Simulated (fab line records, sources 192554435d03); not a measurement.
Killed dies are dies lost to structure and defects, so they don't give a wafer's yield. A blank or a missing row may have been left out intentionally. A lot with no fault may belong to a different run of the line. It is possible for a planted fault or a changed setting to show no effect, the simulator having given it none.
Split-lot study    flow n5-finfet    7 lots, 39 wafers read, on a route of 1938 steps

== SPLIT DETAILS ==
At N5_HKMG_FIN_HK_ALD_01 (deposits HfO2, target thk 1.6 nm, pulse time 3 s, purge time 3 s), the setting ald-cycles was moved away from the recipe's 30 on 15 of the 39 wafers read, by -46.7% to +40.0%. For the rest of the wafers, this setting stayed at what the recipe calls for.

== FROM THE SPLIT TO THE READING: what the file shows between them, 4 steps ==
- N5_HKMG_FIN_HK_ANNEAL_02: time 30 s
- N5_HKMG_FIN_ALD_74: deposits La2O3, target thk 0.5 nm, pulse time 6 s, co reactant pulse time 1 s
- N5_HKMG_FIN_WET_ETCH_82: etches La2O3 in dHCl, stops on HfO2, target depth 2 nm, rinse time 30 s
- N5_HKMG_FIN_ALD_36: deposits TiN, target thk 1 nm, pulse time 1 s, purge time 3 s

== THE READING ==
HK_THK, in nm, at N5_HKMG_FIN_THK_MEAS_70 (measures by xrf). A value of 1.576 nm with a standard deviation of 0.022 nm is what fault-free wafers of this fab line usually give.

wafer   tool, chamber at the split  ald-cycles as run  against the recipe  HK_THK, nm  against lot-mates on the recipe
L078.2  ald-hk-03, 3,0,0            30                 recipe              1.580       -
L078.3  ald-hk-03, 3,0,0            30                 recipe              1.572       -
L078.5  ald-hk-03, 3,0,0            30                 recipe              1.574       -
L081.1  ald-hk-01, 1,0,2,3,3,2      30                 recipe              1.581       -
L081.2  ald-hk-01, 1,0,2,3,3,2      30                 recipe              1.604       -
L081.3  ald-hk-01, 1,0,2,3,3,2      30                 recipe              1.579       -
L081.4  ald-hk-01, 1,0,2,3,3,2      30                 recipe              1.575       -
L081.5  ald-hk-01, 1,0,2,3,3,2      30                 recipe              1.535       -
L081.6  ald-hk-01, 1,0,2,3,3,2      30                 recipe              1.594       -
L085.1  ald-hk-03, 2,0,2            30                 recipe              1.590       -
L085.2  ald-hk-03, 1,3,1            16                 -46.7%              0.848       -0.743
L085.3  ald-hk-03, 1,3,1            16                 -46.7%              0.844       -0.747
L085.4  ald-hk-03, 2,0,2            30                 recipe              1.592       -
L085.5  ald-hk-03, 1,3,1            16                 -46.7%              0.843       -0.748
L085.6  ald-hk-03, 2,0,2            30                 recipe              1.590       -
L088.1  ald-hk-02, 3,1,0            40                 +33.3%              2.118       +0.547
L088.2  ald-hk-02, 3,1,0            40                 +33.3%              2.122       +0.551
L088.3  ald-hk-02, 0,2,3            30                 recipe              1.569       -
L088.4  ald-hk-02, 0,2,3            30                 recipe              1.567       -
L088.5  ald-hk-02, 0,2,3            30                 recipe              1.577       -
L088.6  ald-hk-02, 3,1,0            40                 +33.3%              2.097       +0.526
L089.1  ald-hk-03, 2,1,3            30                 recipe              1.578       -
L089.2  ald-hk-03, 2,1,3            30                 recipe              1.591       -
L089.3  ald-hk-03, 0,3,0            22                 -26.7%              1.150       -0.429
L089.4  ald-hk-03, 0,3,0            22                 -26.7%              1.146       -0.433
L089.5  ald-hk-03, 2,1,3            30                 recipe              1.568       -
L089.6  ald-hk-03, 0,3,0            22                 -26.7%              1.173       -0.406
L095.1  ald-hk-01, 2,0,1            42                 +40.0%              2.203       +0.630
L095.2  ald-hk-01, 2,0,1            42                 +40.0%              2.183       +0.610
L095.3  ald-hk-01, 3,1,2            30                 recipe              1.612       -
L095.4  ald-hk-01, 3,1,2            30                 recipe              1.563       -
L095.5  ald-hk-01, 2,0,1            42                 +40.0%              2.177       +0.604
L095.6  ald-hk-01, 3,1,2            30                 recipe              1.543       -
L096.1  ald-hk-01, 1,3,2            38                 +26.7%              2.045       +0.437
L096.2  ald-hk-01, 1,3,2            38                 +26.7%              1.985       +0.377
L096.3  ald-hk-01, 0,2,1            30                 recipe              1.620       -
L096.4  ald-hk-01, 1,3,2            38                 +26.7%              1.997       +0.389
L096.5  ald-hk-01, 0,2,1            30                 recipe              1.592       -
L096.6  ald-hk-01, 0,2,1            30                 recipe              1.613       -
Rows listing several chambers each stand for several wafers; the file does not say which wafer went through which chamber.

THE FIT
A straight line over all 39 wafers: HK_THK changes by +0.0157 nm for each +1% of ald-cycles; r = +1.00; the points scatter about the line by 0.02 nm.
The same after taking each lot's own level away (the mean of its wafers on the recipe; 39 wafers): +0.0158 nm for each +1%; r = +1.00; scatter 0.018 nm.
Per that fit: largest ald-cycles move, reading shift of 0.74 nm.
The span of the lots' own levels, 1.5710 to 1.6083 nm, comes to 1.7 times the standard deviation stated above.
So the lot-to-lot level changes the slope little: the two slopes agree.
Check: for one of the wafers moved furthest among these (-46.7%), held out of the fit, the line's prediction against its lot-mates is -0.737 nm. It came out at -0.743 nm against them.

== THESE WAFERS: OTHER SPLITS ==
These wafers also went through other splits before the reading. Each is held against what the fit with the lots' levels taken away leaves over:
other split on the same wafers            wafers away from the commonest value  r with HK_THK (lot level and that fit taken away)
N5_PMOS_HMC_CHANNEL_EPI_DESCUM_14 time-s  15                                    +0.02
N5_FIN_SAQP_PECVD_48 time-s               18                                    +0.10
N5_SD_EPI_N_DESCUM_14 time-s              12                                    -0.02

== THE WHOLE CHAIN: every reading that the file lists as answering this split, in the file's order ==
step                     what it does                                                      reading                                                                             change (the file's fit)                 r (the file's)
N5_HKMG_FIN_HK_ALD_01    deposits HfO2, target thk 1.6 nm, pulse time 3 s, purge time 3 s  HfO2_of_HKMG_FIN_HK_ALD_01.thk-nm (the simulator's own value, which no gauge read)  +0.0163 nm for each +1% of the setting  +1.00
N5_HKMG_FIN_THK_MEAS_70  measures by xrf                                                   HK_THK                                                                              +0.0158 for each +1% of the setting     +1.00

== THE FILE'S OWN FIT ==
HK_THK changes by +0.0158 nm for each +1% of ald-cycles, r = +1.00.
